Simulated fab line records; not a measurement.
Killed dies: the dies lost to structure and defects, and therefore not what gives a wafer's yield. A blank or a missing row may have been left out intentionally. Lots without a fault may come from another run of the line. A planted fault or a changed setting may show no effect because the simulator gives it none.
Matching of chambers :: flow n5_finfet :: N5_MOL_CONTACT_COAG_DESCUM_88 on rie_diel-04: 4 sister chambers
The step chemistry O2, time 7 s. 4 wafers are shown with their chamber, then 8 later ones without.

EACH WAFER AND ITS CHAMBER
wafer: L081.5
chamber: 1
showerhead_plenum_p_Torr (Torr): 2.01

wafer: L086.3
chamber: 2
showerhead_plenum_p_Torr (Torr): 2.19

wafer: L086.5
chamber: 3
showerhead_plenum_p_Torr (Torr): 2.04

wafer: L087.1
chamber: 0
showerhead_plenum_p_Torr (Torr): 2.00

WAFERS WITH NO CHAMBER GIVEN
wafer: L087.4
showerhead_plenum_p_Torr (Torr): 2.19

wafer: L087.5
showerhead_plenum_p_Torr (Torr): 2.19

wafer: L094.2
showerhead_plenum_p_Torr (Torr): 2.18

wafer: L094.4
showerhead_plenum_p_Torr (Torr): 2.26

wafer: L094.5
showerhead_plenum_p_Torr (Torr): 2.26

wafer: L095.3
showerhead_plenum_p_Torr (Torr): 2.00

wafer: L095.5
showerhead_plenum_p_Torr (Torr): 2.03

wafer: L095.6
showerhead_plenum_p_Torr (Torr): 2.26

WHICH CHAMBER EACH WENT THROUGH
wafer: L087.4
from the rows above: 2
in truth: 2

wafer: L087.5
from the rows above: 2
in truth: 2

wafer: L094.2
from the rows above: 2
in truth: 2

wafer: L094.4
from the rows above: 2
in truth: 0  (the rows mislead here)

wafer: L094.5
from the rows above: 2
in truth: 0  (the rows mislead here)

wafer: L095.3
from the rows above: can't be placed: 0 or 1 or 3
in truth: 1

wafer: L095.5
from the rows above: can't be placed: 3 or 1 or 0
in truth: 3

wafer: L095.6
from the rows above: 2
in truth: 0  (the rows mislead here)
3 of 8 placed correctly. Can't be placed from these rows: 2 (the true chamber is among the candidates in 2). Placed wrongly: 3.
How it was worked out, from the rows above alone: a wafer's distance from a chamber is the root of the sum, over the readings, of the square of ((its reading less the chamber's mean) divided by the reading's scatter). The wafer belongs to the nearest chamber; if the next one is less than 2 further off, it can't be placed. For every chamber, the mean is computed from those of its wafers that are shown. The scatter (one wafer shown for each chamber): square how far every hidden wafer sits from the nearest shown wafer, average those squares and take the square root.
